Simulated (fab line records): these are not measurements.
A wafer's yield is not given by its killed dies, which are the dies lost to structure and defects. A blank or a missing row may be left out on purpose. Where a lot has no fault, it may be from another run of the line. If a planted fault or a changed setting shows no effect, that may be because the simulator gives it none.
Split-lot experiment / flow n5_finfet / 7 lots, 21 wafers read, on a route of 1938 steps

## THE SPLIT
At N5_SD_EPI_P_PEB_07 (peb time 60 s), the setting peb_time_s was moved away from the recipe's 60 s on 8 of the 21 wafers read, by -14.0% to +20.7%. The other wafers ran this setting at the recipe's value.

## FROM SPLIT TO READING: 1 step shown by the file between the two
- N5_SD_EPI_P_DEVELOP_08: develop time 30 s

## THE READING
cd_nm (nm) at N5_SD_EPI_P_CD_MEAS_09, where the cd target is 240 nm. Typical for fault-free wafers on this fab line: 240.0 nm, with standard deviation 0.99 nm.

wafer=L076.1; tool, chamber at the split=litho_track-01, 0; peb_time_s as run, s=60; against the recipe=recipe; cd_nm, nm=238.3; against lot-mates on the recipe=-
wafer=L076.2; tool, chamber at the split=litho_track-01, 0; peb_time_s as run, s=70.51; against the recipe=+17.5%; cd_nm, nm=244.3; against lot-mates on the recipe=+5.6
wafer=L076.6; tool, chamber at the split=litho_track-01, 0; peb_time_s as run, s=60; against the recipe=recipe; cd_nm, nm=239.2; against lot-mates on the recipe=-
wafer=L081.2; tool, chamber at the split=litho_track-03, 0; peb_time_s as run, s=60; against the recipe=recipe; cd_nm, nm=240.2; against lot-mates on the recipe=-
wafer=L081.5; tool, chamber at the split=litho_track-03, 0; peb_time_s as run, s=51.59; against the recipe=-14.0%; cd_nm, nm=234.8; against lot-mates on the recipe=-5.2
wafer=L081.6; tool, chamber at the split=litho_track-03, 0; peb_time_s as run, s=60; against the recipe=recipe; cd_nm, nm=239.8; against lot-mates on the recipe=-
wafer=L086.3; tool, chamber at the split=litho_track-03, 0; peb_time_s as run, s=60; against the recipe=recipe; cd_nm, nm=241.9; against lot-mates on the recipe=-
wafer=L086.4; tool, chamber at the split=litho_track-03, 0; peb_time_s as run, s=72.43; against the recipe=+20.7%; cd_nm, nm=247.2; against lot-mates on the recipe=+5.3
wafer=L086.5; tool, chamber at the split=litho_track-03, 0; peb_time_s as run, s=72.43; against the recipe=+20.7%; cd_nm, nm=248.2; against lot-mates on the recipe=+6.3
wafer=L089.2; tool, chamber at the split=litho_track-01, 0; peb_time_s as run, s=60; against the recipe=recipe; cd_nm, nm=238.7; against lot-mates on the recipe=-
wafer=L089.3; tool, chamber at the split=litho_track-01, 0; peb_time_s as run, s=60; against the recipe=recipe; cd_nm, nm=239.2; against lot-mates on the recipe=-
wafer=L089.4; tool, chamber at the split=litho_track-01, 0; peb_time_s as run, s=60; against the recipe=recipe; cd_nm, nm=239.5; against lot-mates on the recipe=-
wafer=L091.3; tool, chamber at the split=litho_track-05, 0; peb_time_s as run, s=60; against the recipe=recipe; cd_nm, nm=239.8; against lot-mates on the recipe=-
wafer=L091.4; tool, chamber at the split=litho_track-05, 0; peb_time_s as run, s=65.03; against the recipe=+8.4%; cd_nm, nm=243.2; against lot-mates on the recipe=+3.4
wafer=L091.5; tool, chamber at the split=litho_track-05, 0; peb_time_s as run, s=65.03; against the recipe=+8.4%; cd_nm, nm=242.1; against lot-mates on the recipe=+2.3
wafer=L095.2; tool, chamber at the split=litho_track-01, 0; peb_time_s as run, s=60; against the recipe=recipe; cd_nm, nm=239.4; against lot-mates on the recipe=-
wafer=L095.4; tool, chamber at the split=litho_track-01, 0; peb_time_s as run, s=53.63; against the recipe=-10.6%; cd_nm, nm=235.6; against lot-mates on the recipe=-3.8
wafer=L095.6; tool, chamber at the split=litho_track-01, 0; peb_time_s as run, s=60; against the recipe=recipe; cd_nm, nm=239.5; against lot-mates on the recipe=-
wafer=L097.1; tool, chamber at the split=litho_track-03, 0; peb_time_s as run, s=60; against the recipe=recipe; cd_nm, nm=241.4; against lot-mates on the recipe=-
wafer=L097.3; tool, chamber at the split=litho_track-03, 0; peb_time_s as run, s=60; against the recipe=recipe; cd_nm, nm=240.5; against lot-mates on the recipe=-
wafer=L097.6; tool, chamber at the split=litho_track-03, 0; peb_time_s as run, s=55.5; against the recipe=-7.5%; cd_nm, nm=237.5; against lot-mates on the recipe=-3.4

FIT RESULTS
A straight line over all 21 wafers: cd_nm changes by +0.352 nm for each +1% of peb_time_s; r = +0.96; the points scatter about the line by 0.95 nm.
The same after taking each lot's own level away (the mean of its wafers on the recipe; 21 wafers): +0.319 nm for each +1%; r = +0.98; scatter 0.51 nm.
That fit puts the effect of the largest move of peb_time_s on the reading at 6.6 nm.
Measured against the standard deviation above, the lots' own levels, which go from 238.75 to 241.90 nm, span 3.2 times it.
In other words, the slope is changed by the lot-to-lot level; the two fits disagree.
Check: for one of the wafers moved furthest among these (+20.7%), held out of the fit, the line's prediction against its lot-mates is +6.84 nm. Against them it came out at +5.3 nm.

## THE WHOLE CHAIN: every reading that the file lists as answering this split, in the file's order
step=N5_SD_EPI_P_CD_MEAS_09; what it does=target cd 240 nm; reading=cd_nm; change (the file's fit)=+0.326 nm for each +1% of the setting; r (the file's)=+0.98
step=N5_SD_EPI_P_DESCUM_14; what it does=chemistry O2, time 7.9 s; reading=SD_EPI_P.cd_nm (the simulator's own value, which no gauge read); change (the file's fit)=+0.326 nm for each +1% of the setting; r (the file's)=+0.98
step=N5_SD_EPI_P_ETCH_36; what it does=etches SiARC in CF4, target depth 45.5 nm, time 75.8 s; reading=SD_EPI_P.cd_nm (the simulator's own value, which no gauge read); change (the file's fit)=+0.32 nm for each +1% of the setting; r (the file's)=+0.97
step=N5_SD_EPI_P_ETCH_37; what it does=etches SOC in N2/H2, overetch 108 nm, time 486 s; reading=SD_EPI_P.cd_nm (the simulator's own value, which no gauge read); change (the file's fit)=+0.347 nm for each +1% of the setting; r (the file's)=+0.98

## THE FILE'S OWN FIT
cd_nm changes by +0.326 nm for each +1% of peb_time_s, r = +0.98.
